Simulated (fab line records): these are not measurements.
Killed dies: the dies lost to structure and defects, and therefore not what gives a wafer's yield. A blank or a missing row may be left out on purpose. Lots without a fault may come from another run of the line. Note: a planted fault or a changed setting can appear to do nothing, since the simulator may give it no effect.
fab line records | flow n5-finfet
record: lots: 6 wafers: 18 last-day: 18
route steps=1938 shown MOL_CONTACT_COAG@532 BEOL_M4@1111 PASSIVATION@1936
lots untouched by any fault: they come from a run of this same line in which no faults occurred
start-h: hours from the record's first day to the start of the lot's first wafer shown | wait-h: time in hours since the lot's previous step | " the same as in the row above | L1.1+2: one row covering several wafers at once | - no value present, or no start provided | * or withheld: withheld | < > ~ a bound
route shown NAME@n: a module of which the file shows steps, and the number in the route of the first | usual: mean/standard deviation taken from wafers without a fault | same: alike in all rows | chamber/n: place in a boat | sites: each site's reading | _std_site: the values' standard deviation | _edge_site: the outer-site mean with the inner-site mean subtracted | radius-mm: for every site, how far away it sits from the centre of the wafer | mask NAME#n: copy n | behind: the most recent tool/chamber to have shaped the wafer | hold: reason for holding the lot/hours on hold/outcome of the hold | device: transistor that didn't switch, given as n, p or np | end of line: the same wafers' tests at the end of the route | a step with no rows: only its recipe | killed: dies that structure and defects cost at the first sort, which is not the same as the wafer's yield | map: per-die view of a wafer (x killed, . not killed, _ where there is no die)
set.NAME: the run value of the setting; set.NAME@STEP: its run value at that earlier step | model.NAME: the simulator's own value behind a step, which no gauge read
lots seen at some steps along the route; tables by step, rows by wafer
services: when a tool's chamber went out of use (start-h, in hours from the record's first day, below 0 if earlier), for how many hours, and the reason
== steps ==
step: N5_MOL_CONTACT_COAG_ETCH_106
recipe: chemistry: N2/H2 target: SOC target-depth-a: 800 overetch-a: 160 mask-material: SiARC temp-c: 40 time-s: 120 ion-energy-ev: 200 pressure-mtorr: 30 source-w: 840 bias-w: 150 n2-flow-sccm: 200 h2-flow-sccm: 200
usual: chamber-pressure-mTorr: 29.995/0.026 drypump-motor-current-A: 5.7/0.34 oes-product-au: 0.71/0.079 rf-vpp-V: 524.3/2.7 showerhead-plenum-p-Torr: 2.54/0.093 throttle-valve-pct: 17.83/0.25
columns lot.wafer tool chamber start-h wait-h chamber-pressure-mTorr drypump-motor-current-A oes-product-au rf-hours-counter-h rf-vpp-V showerhead-plenum-p-Torr throttle-valve-pct
L354.1 rie-diel-05 2 120.50 0.0 30.032 5.9 0.86 6 521.3 2.52 18.27
L354.3 " 0 " " 30.021 5.8 0.68 169 523.8 2.53 17.77
L354.6 " 1 " " 30.006 5.8 0.79 - 525.5 2.58 17.31
L360.2 rie-diel-03 3 148.58 0.0 29.973 5.6 0.75 51 524.5 2.58 17.64
L360.5 " 1 " " 29.950 5.4 0.64 - 520.2 2.38 17.83
L360.6 " 3 " " 29.942 5.6 0.75 - 524.7 2.58 17.63
L362.3 rie-diel-05 1 171.14 0.0 29.989 5.8 0.77 46 524.0 2.57 17.32
L362.4 " 0 " " 30.005 5.8 0.66 184 524.2 2.52 17.81
L362.6 " 1 " " 29.957 5.9 0.78 - 524.3 2.57 17.32
L363.1 rie-diel-05 3 173.74 0.0 29.989 5.3 0.83 10 523.5 2.48 17.96
L363.3 " 0 " " 30.026 5.8 0.66 185 523.9 2.52 17.79
L363.5 " 2 " " 29.993 5.8 0.82 - 523.5 2.51 18.30
L364.1 rie-diel-03 0 179.23 0.0 30.006 5.5 0.63 195 526.5 2.62 18.20
L364.4 " 2 " " 29.961 5.8 0.67 167 521.2 2.44 17.92
L364.6 " 2 " " 29.976 5.8 0.66 - 521.9 2.44 17.90
L372.4 rie-diel-03 1 229.41 0.0 29.975 5.4 0.62 233 518.1 2.37 17.89
L372.5 " 0 " " 30.015 5.5 0.62 - 526.6 2.61 18.23
L372.6 " 3 " " 29.982 5.6 0.73 - 525.6 2.57 17.67
step: N5_MOL_CONTACT_COAG_STRIP_107
recipe: chemistry: N2/H2 temp-c: 40 n2-flow-sccm: 200 h2-flow-sccm: 200 rf-frequency-hz: 6e+07
step: N5_MOL_CONTACT_COAG_STRIP_108
recipe: chemistry: N2/H2 temp-c: 40 n2-flow-sccm: 200 h2-flow-sccm: 200 rf-frequency-hz: 6e+07
step: N5_MOL_CONTACT_COAG_CONTACT_ETCH_14
recipe: chemistry: C4F6/O2 target: SiO2 target-depth-a: 275 overetch-a: 85 mask-material: SOC pressure-mtorr: 30 source-w: 370 bias-w: 185 Ar_flow_sccm: 300 C4F6_flow_sccm: 16 O2_flow_sccm: 10 time-s: 20 ion-energy-ev: 259.6
usual: chamber-pressure-mTorr: 30.003/0.029 drypump-motor-current-A: 5.7/0.34 oes_ar_750_au: 0.81/0.092 oes-product-au: 0.68/0.075 rf-vpp-V: 693/3.5 showerhead-plenum-p-Torr: 2.90/0.1 throttle-valve-pct: 21.37/0.21
columns lot.wafer tool chamber start-h wait-h chamber-pressure-mTorr drypump-motor-current-A oes_ar_750_au oes-product-au rf-hours-counter-h rf-vpp-V showerhead-plenum-p-Torr throttle-valve-pct
L354.1 rie-diel-05 2 120.60 0.0 30.011 5.9 0.98 0.82 6 691 2.83 21.52
L354.3 " 0 " " 30.038 5.8 0.75 0.64 169 693 2.83 21.01
L354.6 " 1 " " 29.954 5.8 0.88 0.75 - 695 2.97 21.11
L360.2 rie-diel-03 3 148.68 0.0 29.993 5.6 0.88 0.72 51 694 2.95 21.27
L360.5 " 1 " " 30.020 5.4 0.72 0.61 - 688 2.76 21.56
L360.6 " 3 " " 30.002 5.6 0.88 0.72 - 693 2.95 21.27
L362.3 rie-diel-05 1 171.24 0.0 29.996 5.8 0.86 0.74 46 695 2.96 21.13
L362.4 " 0 " " 30.028 5.8 0.74 0.63 184 692 2.83 21.03
L362.6 " 1 " " 29.951 5.9 0.85 0.74 - 692 2.96 21.13
L363.1 rie-diel-05 3 173.85 0.0 29.979 5.3 0.94 0.79 10 689 2.80 21.39
L363.3 " 0 " " 30.028 5.8 0.74 0.63 185 693 2.83 21.05
L363.5 " 2 " " 29.999 5.9 0.94 0.79 - 692 2.82 21.52
L364.1 rie-diel-03 0 179.33 0.0 30.045 5.5 0.71 0.59 195 696 2.96 21.62
L364.4 " 2 " " 29.999 5.7 0.73 0.63 167 687 2.77 21.27
L364.6 " 2 " " 30.023 5.7 0.74 0.63 - 688 2.77 21.27
L372.4 rie-diel-03 1 229.51 0.0 29.971 5.4 0.71 0.59 233 688 2.74 21.58
L372.5 " 0 " " 30.017 5.6 0.69 0.58 - 696 2.95 21.64
L372.6 " 3 " " 29.990 5.7 0.83 0.69 - 694 2.93 21.33
step: N5_MOL_CONTACT_COAG_STRIP_109
recipe: chemistry: C4F6/O2 resist: SiARC rf-frequency-hz: 6e+07
step: N5_MOL_CONTACT_COAG_ETCH_15
recipe: chemistry: CH3F/O2 target: SiNx target-depth-a: 70 mask-material: SOC stop-on: Si:P over-etch-frac: 0.75 ion-energy-ev: 120 pressure-mtorr: 30 source-w: 395 bias-w: 73 Ar_flow_sccm: 150 CH3F_flow_sccm: 30 O2_flow_sccm: 20
step: N5_MOL_CONTACT_COAG_ETCH_110
recipe: chemistry: CF4/O2 target: Si target-depth-a: 25 time-s: 8 pressure-mtorr: 100 source-w: 200 bias-w: 12 ion-energy-ev: 60 Ar_flow_sccm: 100 cf4-flow-sccm: 100 O2_flow_sccm: 10
usual: chamber-pressure-mTorr: 100.01/0.083 drypump-motor-current-A: 5.7/0.34 oes_ar_750_au: 0.81/0.092 oes-product-au: 0.81/0.098 rf-vpp-V: 127.0/2.5 showerhead-plenum-p-Torr: 2.24/0.073 throttle-valve-pct: 10.80/0.26
columns lot.wafer tool chamber start-h wait-h chamber-pressure-mTorr drypump-motor-current-A oes_ar_750_au oes-product-au rf-hours-counter-h rf-vpp-V showerhead-plenum-p-Torr throttle-valve-pct
L354.1 rie-diel-05 2 120.70 0.0 100.02 5.9 0.97 1.01 6 127.2 2.20 10.75
L354.3 " 0 " " 100.02 5.8 0.75 0.75 169 124.8 2.19 10.74
L354.6 " 1 " " 99.82 5.8 0.88 0.91 - 126.5 2.29 10.44
L360.2 rie-diel-03 3 148.78 0.0 100.08 5.6 0.89 0.88 51 123.9 2.26 10.50
L360.5 " 1 " " 100.07 5.4 0.73 0.73 - 129.8 2.13 11.05
L360.6 " 3 " " 99.98 5.7 0.90 0.89 - 123.6 2.27 10.50
L362.3 rie-diel-05 1 171.34 0.0 100.02 5.9 0.85 0.89 46 126.9 2.29 10.49
L362.4 " 0 " " 100.09 5.8 0.74 0.75 184 127.2 2.19 10.80
L362.6 " 1 " " 99.89 5.8 0.86 0.88 - 128.2 2.29 10.46
L363.1 rie-diel-05 3 173.94 0.0 99.99 5.3 0.94 0.98 10 126.7 2.18 10.70
L363.3 " 0 " " 99.93 5.8 0.73 0.75 185 127.4 2.19 10.80
L363.5 " 2 " " 99.96 5.8 0.94 0.96 - 126.0 2.19 10.79
L364.1 rie-diel-03 0 179.42 0.0 99.94 5.6 0.70 0.71 195 129.8 2.29 11.19
L364.4 " 2 " " 100.01 5.7 0.73 0.74 167 124.2 2.14 10.83
L364.6 " 2 " " 99.98 5.7 0.74 0.75 - 123.5 2.14 10.81
L372.4 rie-diel-03 1 229.60 0.0 99.92 5.4 0.71 0.71 233 127.3 2.11 11.17
L372.5 " 0 " " 99.90 5.5 0.69 0.71 - 129.9 2.28 11.24
L372.6 " 3 " " 99.97 5.6 0.85 0.83 - 124.3 2.25 10.60
step: N5_MOL_CONTACT_COAG_STRIP_98
recipe: chemistry: N2/H2 power-w: 500 temp-c: 40 pressure-mtorr: 50 rf-frequency-hz: 6e+07 overash-fraction: 0.3 bias-power-w: 8 h2-frac: 0.5 n2-flow-sccm: 300 h2-flow-sccm: 300
usual: chamber-pressure-mTorr: 50.01/0.075 drypump-motor-current-A: 5.7/0.34 oes-product-au: 0.80/0.092 rf-vpp-V: 54.1/1.5 showerhead-plenum-p-Torr: 3.36/0.12 throttle-valve-pct: 18.9/0.37
columns lot.wafer tool chamber start-h wait-h chamber-pressure-mTorr drypump-motor-current-A oes-product-au rf-hours-counter-h rf-vpp-V showerhead-plenum-p-Torr throttle-valve-pct
L354.1 rie-diel-05 2 120.74 0.0 49.96 5.9 0.97 6 55.3 3.33 19.7
L354.3 " 0 " " 49.90 5.8 0.75 169 54.0 3.34 18.9
L354.6 " 1 " " 49.97 5.9 0.92 - 53.1 3.40 18.1
L360.2 rie-diel-03 3 148.83 0.0 50.01 5.6 0.86 51 53.1 3.41 18.7
L360.5 " 1 " " 50.04 5.4 0.72 - 54.0 3.16 18.8
L360.6 " 3 " " 49.98 5.6 0.85 - 52.9 3.41 18.7
L362.3 rie-diel-05 1 171.38 0.0 50.05 5.8 0.87 46 54.2 3.39 18.1
L362.4 " 0 " " 49.98 5.8 0.74 184 55.3 3.33 18.9
L362.6 " 1 " " 49.94 5.8 0.88 - 54.0 3.39 18.0
L363.1 rie-diel-05 3 173.99 0.0 50.01 5.3 0.95 10 55.2 3.28 19.0
L363.3 " 0 " " 50.10 5.8 0.74 185 53.4 3.33 18.9
L363.5 " 2 " " 50.01 5.9 0.93 - 52.3 3.32 19.7
L364.1 rie-diel-03 0 179.47 0.0 49.92 5.6 0.71 195 52.2 3.45 19.2
L364.4 " 2 " " 50.00 5.7 0.75 167 53.8 3.23 19.3
L364.6 " 2 " " 50.04 5.7 0.75 - 54.0 3.23 19.3
L372.4 rie-diel-03 1 229.65 0.0 50.01 5.4 0.70 233 54.0 3.14 18.8
L372.5 " 0 " " 49.91 5.6 0.69 - 54.0 3.44 19.3
L372.6 " 3 " " 49.91 5.6 0.81 - 52.2 3.39 18.8
step: N5_MOL_CONTACT_COAG_CD_MEAS_99
recipe: target-cd-nm: 17.2 polarity: opening
usual: cd-nm: 16.9/0.41
columns lot.wafer tool chamber start-h wait-h cd-nm
L354.1 cd-sem-01 - 120.81 - 17.3
L354.3 " - " " 16.3
L354.6 " - " " 16.9
L360.2 cd-sem-01 - 148.90 - 16.9
L360.5 " - " " 16.6
L360.6 " - " " 17.0
L362.3 cd-sem-01 - 171.46 - 17.3
L362.4 " - " " 16.2
L362.6 " - " " 17.1
L363.1 cd-sem-01 - 174.06 - 16.8
L363.3 " - " " 16.6
L363.5 " - " " 17.3
L364.1 cd-sem-02 - 179.54 - 17.0
L364.4 " - " " 16.6
L364.6 " - " " 16.7
L372.4 cd-sem-03 - 229.73 - 16.7
L372.5 " - " " 16.3
L372.6 " - " " 16.9
step: N5_MOL_CONTACT_COAG_IMPLANT_129
recipe: species: Ge energy-kev: 3 dose-cm2: 6e+14 tilt-deg: 0 rotation-deg: 0
step: N5_MOL_CONTACT_COAG_PRECLEAN_111
recipe: chemistry: NF3:NH3 afs-cycles: 1 temp-c: 30 time-s: 20 sublimation-temp-c: 180 sublimation-time-s: 60 pressure-torr: 3 rf-power-w: 30
step: N5_MOL_CONTACT_COAG_TI_SIL_19
recipe: material: Ti target-thk-a: 42 temp-c: 200 chamber-pressure-pa: 5 power-w: 5000 time-s: 15
step: N5_MOL_CONTACT_COAG_ALD_20
recipe: material: TiN target-thk-a: 15 temp-c: 400 ald-precursor-family: TiCl4 ald-co-reactant: NH3 pulse-time-s: 1 purge-time-s: 3 co-reactant-purge-time-s: 2 co-reactant-pulse-time-s: 2 ald-cycles: 68 pressure-torr: 3
usual: ald-cycles: 68/0 heater-power-w: 875/67 precursor-pulse-height-rel: 0.998/0.018
columns lot.wafer tool chamber start-h wait-h ald-cycles heater-power-w precursor-pulse-height-rel model.TiN_of_MOL_CONTACT_COAG_ALD_20.thk-nm
L354.1 ald-metal-03 1 122.25 0.1 68 1013 0.969 1.6
L354.3 " 0 " " 68 792 1.015 1.6
L354.6 " 1 " " 68 1022 0.959 1.6
L360.2 ald-metal-02 2 149.51 0.1 68 803 1.001 1.4
L360.5 " 1 " " 68 840 1.005 1.4
L360.6 " 0 " " 68 851 0.988 1.4
L362.3 ald-metal-04 2 172.10 0.1 68 984 1.036 1.6
L362.4 " 3 " " 68 809 1.015 1.6
L362.6 " 1 " " 68 865 1.019 1.6
L363.1 ald-metal-02 0 174.70 0.1 25 843 0.994 0.6
L363.3 " 3 " " 68 876 0.985 1.4
L363.5 " 2 " " 68 822 1.004 1.4
L364.1 ald-metal-02 3 180.39 0.1 68 872 0.977 1.4
L364.4 " 0 " " 25 848 1.005 0.6
L364.6 " 1 " " 68 855 0.995 1.4
L372.4 ald-metal-03 3 230.33 0.1 68 880 0.977 1.4
L372.5 " 3 " " 68 882 1.007 1.4
L372.6 " 2 " " 68 1002 1.024 1.6
step: N5_MOL_CONTACT_COAG_SIL_ANNEAL_21
recipe: temp-c: 550 time-s: 60 ambient: N2
usual: lamp-power-pct: 5.94/0.13 lamp_zone_6_pct: 5.88/0.13 wafer_temp_C_max: 552.0/0.5
columns lot.wafer tool chamber start-h wait-h lamp-power-pct lamp_zone_6_pct wafer_temp_C_max
L354.1 rtp-anneal-02 0 122.63 0.2 5.81 5.76 552.0
L354.3 " 0 " " 5.82 5.76 551.8
L354.6 " 0 " " 5.82 5.75 552.1
L360.2 rtp-anneal-01 0 149.95 0.3 6.09 6.04 552.7
L360.5 " 0 " " 6.07 6.03 552.2
L360.6 " 0 " " 6.07 6.03 552.1
L362.3 rtp-anneal-01 0 172.70 0.4 6.10 6.03 552.3
L362.4 " 0 " " 6.08 6.02 553.2
L362.6 " 0 " " 6.08 6.02 552.0
L363.1 rtp-anneal-02 0 175.08 0.2 5.81 5.76 551.1
L363.3 " 0 " " 5.82 5.76 551.2
L363.5 " 0 " " 5.82 5.76 551.1
L364.1 rtp-anneal-01 0 180.80 0.2 6.08 6.02 552.2
L364.4 " 0 " " 6.08 6.03 551.4
L364.6 " 0 " " 6.08 6.02 552.5
L372.4 rtp-anneal-02 0 230.79 0.3 5.81 5.76 552.3
L372.5 " 0 " " 5.82 5.76 550.7
L372.6 " 0 " " 5.81 5.75 552.1
step: N5_BEOL_M4_RC_MEAS_101
usual: DIBL_N: 35.4/2.1 DIBL_P: 34.8/2.6 IOFF_N: 0.15/0.037 IOFF_P: 0.19/0.037 ION_N: 677/16 ION_P: 462/9.3 SS_N: 71.4/0.75 SS_P: 72.9/0.77 VT_N: 250/3.7 VT_P: -251/3.5
columns lot.wafer tool chamber start-h wait-h DIBL_N[mV/V] DIBL_P[mV/V] IOFF_N[nA/um] IOFF_P[nA/um] ION_N[uA/um] ION_P[uA/um] SS_N[mV/dec] SS_P[mV/dec] VT_N[mV] VT_P[mV]
L354.1 prober-02 0 200.79 0.0 36.0 33.9 0.17 0.18 674 453 72.1 73.6 247 -253
L354.3 " 0 " " 33.0 32.1 0.12 0.16 663 454 71.1 72.6 253 -252
L354.6 " 0 " " 34.7 34.8 0.16 0.20 696 471 71.1 73.2 246 -249
L360.2 prober-01 0 231.49 0.8 37.8 36.2 0.17 0.22 672 460 71.9 73.0 250 -248
L360.5 " 0 " " 36.2 34.3 0.14 0.20 684 466 71.4 72.4 248 -249
L360.6 " 0 " " 36.7 34.1 0.15 0.20 675 460 71.2 72.7 247 -251
L363.1 prober-01 0 252.68 0.0 33.1 30.6 0.10 0.15 659 451 71.0 72.1 258 -251
L363.3 " 0 " " 38.2 37.7 0.21 0.27 674 465 71.9 74.2 246 -246
L363.5 " 0 " " 35.0 35.3 0.15 0.22 677 465 71.0 73.6 246 -248
L364.1 prober-01 0 255.37 0.0 35.3 35.5 0.14 0.21 649 447 71.5 73.5 253 -249
L364.4 " 0 " " 28.8 26.1 0.07 0.10 635 444 69.5 70.5 261 -259
L364.6 " 0 " " 32.4 31.9 0.10 0.16 647 452 69.9 72.3 255 -253
L362.3 prober-02 0 258.64 0.3 32.9 32.4 0.14 0.18 687 467 70.5 72.3 247 -249
L362.4 " 0 " " 33.6 32.4 0.14 0.18 691 469 71.7 72.3 247 -252
L362.6 " 0 " " 37.6 36.2 0.22 0.23 688 464 72.7 73.0 245 -248
L372.4 prober-01 0 327.77 0.5 34.0 33.9 0.13 0.20 675 474 70.4 71.8 249 -246
L372.5 " 0 " " 33.2 32.4 0.12 0.19 665 467 70.2 71.5 251 -248
L372.6 " 0 " " 35.3 34.1 0.14 0.19 678 465 72.1 72.5 252 -249
step: N5_PASSIVATION_PROBE_49
usual: defect-limited-yield: 90.5/1.7 killed_at_M0_to_M3: 37/12 killed_at_M4_up: 14/5.2 killed-at-contacts: 12/5.9 killed-at-front-end: 45/14 killed-at-other: 3.5/2.8 killed-dies: 112/21 killed-on-rim: 15/4.5 killed-open: 73/15 killed-short: 36/8.9 sort_bin_5_function: 5.6/1.2 sort_bin_6_memory: 3.5/0.68 sort_bin_8_speed: 0.01/0.1 sort-n-pass: 1068/21 sort-yield-pct: 90.5/1.8
same: gross-dies: 1180 killed-at-back-side: 0 sort_bin_4_leakage[%]: 0
columns lot.wafer tool chamber start-h wait-h defect-limited-yield[%] killed_at_M0_to_M3 killed_at_M4_up killed-at-contacts killed-at-front-end killed-at-other killed-dies killed-on-rim killed-open killed-short sort_bin_5_function[%] sort_bin_6_memory[%] sort_bin_8_speed[%] sort-n-pass sort-yield-pct[%]
L363.1 prober-01 - 367.89 0.0 92.3 21 13 7 49 1 91 9 56 31 4.6 2.5 0 1089 92.3
L363.3 prober-01 - 367.99 0.1 92.3 27 23 5 31 5 91 11 61 27 4.7 2.8 0 1089 92.3
L363.5 prober-01 - 368.09 0.2 91.2 32 20 9 43 0 104 15 65 34 4.5 3.2 0 1076 91.2
L362.3 prober-02 - 371.85 0.1 91.4 36 19 13 27 7 102 11 64 28 4.6 3.1 0 1078 91.4
L362.4 prober-02 - 371.90 0.2 91.9 28 13 11 41 3 96 12 53 32 4.2 3.1 0 1084 91.9
L362.6 prober-02 - 372.00 0.3 92.0 31 15 22 24 2 94 7 60 29 5.0 3.0 0 1086 92.0
killed by level:class
L363.1 STI_FIN_REVEAL:geometric-particle:open=13 FIN_SAQP:geometric-particle:open=8 BEOL_M3:geometric-particle:open=7 FIN_SAQP:geometric-particle:short=5 ILD0:geometric-particle:short=5 MOL_CONTACT_COAG:geometric-particle:open=5 BEOL_M1:geometric-particle:open=5 STI_FIN_REVEAL:geometric-particle:short=3
L363.3 FIN_SAQP:geometric-particle:open=10 STI_FIN_REVEAL:geometric-particle:open=9 BEOL_M1:geometric-particle:open=7 BEOL_M4:geometric-particle:open=7 BEOL_M2:geometric-particle:open=6 BEOL_M0_SAQP:geometric-particle:short=4 BEOL_M4:geometric-particle:short=4 GATE_CUT:geometric-particle:short=3
L363.5 BEOL_M1:geometric-particle:open=9 BEOL_M4:geometric-particle:open=9 MOL_CONTACT_COAG:geometric-particle:open=8 STI_FIN_REVEAL:geometric-particle:open=7 BEOL_M0_SAQP:geometric-particle:open=7 ILD0:geometric-particle:short=6 FIN_SAQP:geometric-particle:short=5 FIN_SAQP:geometric-particle:open=5
L362.3 BEOL_M3:geometric-particle:open=12 MOL_CONTACT_COAG:geometric-particle:open=11 HKMG_FIN:area-etch=7 BEOL_M5:geometric-particle:open=6 BEOL_M3:geometric-particle:short=5 STI_FIN_REVEAL:geometric-particle:open=4 BEOL_M2:geometric-particle:open=4 BEOL_M4:geometric-particle:open=4
L362.4 BEOL_M1:geometric-particle:open=11 FIN_SAQP:geometric-particle:short=10 HKMG_FIN:area-etch=9 MOL_CONTACT_COAG:geometric-particle:open=8 FIN_SAQP:geometric-particle:open=7 GATE_CUT:geometric-particle:short=7 BEOL_M2:geometric-particle:open=6 BEOL_M4:geometric-particle:open=5
L362.6 MOL_CONTACT_COAG:geometric-particle:open=15 BEOL_M1:geometric-particle:open=6 BEOL_M4:geometric-particle:open=6 FIN_SAQP:geometric-particle:open=5 BEOL_M0_SAQP:geometric-particle:short=5 BEOL_M3:geometric-particle:open=5 STARTING-WAFER:geometric-particle:short=4 GATE_CUT:geometric-particle:open=3
== services ==
columns tool chamber start-h hours kind
rie-diel-05 3 109.75 - clean
rie-diel-05 3 109.75 - consumable-replace:focus-ring
rie-diel-05 3 109.75 20.4 scheduled-down
rie-diel-05 3 109.75 20.4 vent-cycle
ald-metal-04 0 122.42 2.0 repair
ald-metal-03 0 127.05 11.6 repair
ald-metal-04 0 138.99 24.5 repair
ald-metal-04 3 140.65 11.8 repair
rie-diel-05 - 143.37 14.6 pm
rie-diel-03 3 149.91 2.5 repair
ald-metal-02 - 172.83 1.0 repair
rie-diel-05 - 180.40 15.6 pm
ald-metal-02 0 188.05 4.4 repair
ald-metal-04 - 202.39 0.8 repair
ald-metal-04 - 207.84 2.8 pm
== key ==
first-sign: step: N5_MOL_CONTACT_COAG_ALD_20 reading: ald-cycles direction: down sigmas: 99+ usual: * struck: *
effect none on later readings
model-effect: step: N5_MOL_CONTACT_COAG_ALD_20 value: TiN_of_MOL_CONTACT_COAG_ALD_20.thk-nm without: 1.4 struck: 0.6
met-at N5_MOL_CONTACT_COAG_ALD_20
struck-wafers L363.1,L364.4
onset-between 149.51 174.70
fault: kind: process-parameter-drift tool: ald-metal-02 chamber: 0 onset-h: 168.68 steps: N5_MOL_CONTACT_COAG_ALD_20 channel: ald-cycles offset: * shape: step end-h: 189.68 acts-in: * stated: *
